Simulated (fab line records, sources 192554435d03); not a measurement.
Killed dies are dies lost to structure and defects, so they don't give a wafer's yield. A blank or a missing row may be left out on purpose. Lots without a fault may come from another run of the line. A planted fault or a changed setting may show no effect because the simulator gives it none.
Split-lot experiment | flow n5_finfet | 7 lots, 21 wafers read, on a route of 1938 steps

THE SPLIT
At N5_BEOL_M3_EXPOSE_08 (exposes mask M3), the setting dose_mj was moved away from the recipe's 33 on 4 of the 21 wafers read, by -3.4% to +4.1%. The other wafers ran this setting at the recipe's value.

FROM THE SPLIT TO THE READING: what the file shows between them, 14 steps
- N5_BEOL_M3_PEB_09: peb time 60 s
- N5_BEOL_M3_DEVELOP_10: develop time 30 s
- N5_BEOL_M3_CD_MEAS_11: target cd 17.05 nm
- N5_BEOL_M3_DESCUM_16: chemistry O2, time 7 s
- N5_BEOL_M3_ETCH_74: etches underlayer in N2/H2, target depth 6.5 nm, time 5.2 s
- N5_BEOL_M3_ETCH_63: etches SiARC in CF4, target depth 15.6 nm, time 26 s
- N5_BEOL_M3_ETCH_64: etches SOC in N2/H2, target depth 75 nm, overetch 15 nm, time 112.5 s
- N5_BEOL_M3_STRIP_65: strips in N2/H2
- N5_BEOL_M3_STRIP_75: strips in N2/H2
- N5_BEOL_M3_STRIP_66: strips in CF4
- N5_BEOL_M3_HM_OPEN_17: chemistry Cl2/BCl3, target TiN, target depth 20 nm, overetch 6 nm
- N5_BEOL_M3_STRIP_19: strips in O2
- N5_BEOL_M3_PRECLEAN_42: cleans in residue remover, time 60 s
- N5_BEOL_M3_SRD_43: time 30 s

THE READING
cd_nm, in nm, at N5_BEOL_M3_CD_MEAS_35 (target cd 18 nm, target cd y 21 nm). Fault-free wafers of this fab line usually give 17.98 nm, standard deviation 0.27 nm.

wafer  | tool, chamber at the split | dose_mj as run | against the recipe | cd_nm, nm | against lot-mates on the recipe
L078.2 | euv_scanner-02, 0          | 33             | recipe             | 18.22     | -
L078.3 | euv_scanner-02, 0          | 33             | recipe             | 17.96     | -
L078.4 | euv_scanner-02, 0          | 33             | recipe             | 18.38     | -
L079.3 | euv_scanner-01, 0          | 33             | recipe             | 17.87     | -
L079.4 | euv_scanner-01, 0          | 33             | recipe             | 18.03     | -
L079.6 | euv_scanner-01, 0          | 33             | recipe             | 18.13     | -
L085.2 | euv_scanner-01, 0          | 32.22          | -2.4%              | 17.69     | -0.61
L085.3 | euv_scanner-01, 0          | 33             | recipe             | 18.19     | -
L085.6 | euv_scanner-01, 0          | 33             | recipe             | 18.42     | -
L089.1 | euv_scanner-02, 0          | 33             | recipe             | 17.80     | -
L089.3 | euv_scanner-02, 0          | 33             | recipe             | 18.22     | -
L089.5 | euv_scanner-02, 0          | 33.89          | +2.7%              | 18.51     | +0.50
L088.2 | euv_scanner-01, 0          | 33             | recipe             | 18.06     | -
L088.3 | euv_scanner-01, 0          | 33             | recipe             | 17.83     | -
L088.5 | euv_scanner-01, 0          | 34.35          | +4.1%              | 18.94     | +1.00
L090.3 | euv_scanner-01, 0          | 31.89          | -3.4%              | 16.93     | -0.81
L090.5 | euv_scanner-01, 0          | 33             | recipe             | 17.52     | -
L090.6 | euv_scanner-01, 0          | 33             | recipe             | 17.97     | -
L093.2 | euv_scanner-01, 0          | 33             | recipe             | 17.71     | -
L093.3 | euv_scanner-01, 0          | 33             | recipe             | 17.95     | -
L093.5 | euv_scanner-01, 0          | 33             | recipe             | 17.68     | -

THE FIT
A straight line over all 21 wafers: cd_nm changes by +0.234 nm for each +1% of dose_mj; r = +0.81; the points scatter about the line by 0.24 nm.
The same after taking each lot's own level away (the mean of its wafers on the recipe; 21 wafers): +0.235 nm for each +1%; r = +0.92; scatter 0.15 nm.
On that fit, the largest move of dose_mj shifts the reading by 0.96 nm.
The lots' own levels span 17.745 to 18.305 nm, that is 2.1 times the standard deviation above.
So the lot-to-lot level changes the slope little: the two slopes agree.
Check: with one of the wafers moved furthest among these (+4.1%) left out of the fit, the line predicts +0.92 nm for it against its lot-mates. It came out at +0.995 nm against them.

THE WHOLE CHAIN: every reading that the file lists as answering this split, in the file's order
step                  | what it does                                                          | reading                                                               | change (the file's fit)               | r (the file's)
N5_BEOL_M3_CD_MEAS_11 | target cd 17.05 nm                                                    | cd_nm                                                                 | +0.241 nm for each +1% of the setting | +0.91
N5_BEOL_M3_ETCH_74    | etches underlayer in N2/H2, target depth 6.5 nm, time 5.2 s           | BEOL_M3.cd_offset_nm (the simulator's own value, which no gauge read) | +0.209 nm for each +1% of the setting | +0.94
N5_BEOL_M3_ETCH_63    | etches SiARC in CF4, target depth 15.6 nm, time 26 s                  | BEOL_M3.cd_offset_nm (the simulator's own value, which no gauge read) | +0.196 nm for each +1% of the setting | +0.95
N5_BEOL_M3_ETCH_64    | etches SOC in N2/H2, target depth 75 nm, overetch 15 nm, time 112.5 s | BEOL_M3.cd_offset_nm (the simulator's own value, which no gauge read) | +0.219 nm for each +1% of the setting | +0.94
N5_BEOL_M3_HM_OPEN_17 | chemistry Cl2/BCl3, target TiN, target depth 20 nm, overetch 6 nm     | BEOL_M3.cd_offset_nm (the simulator's own value, which no gauge read) | +0.229 nm for each +1% of the setting | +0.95
N5_BEOL_M3_CD_MEAS_35 | target cd 18 nm, target cd y 21 nm                                    | cd_nm                                                                 | +0.235 nm for each +1% of the setting | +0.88

THE FILE'S OWN FIT
cd_nm changes by +0.235 nm for each +1% of dose_mj, r = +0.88.
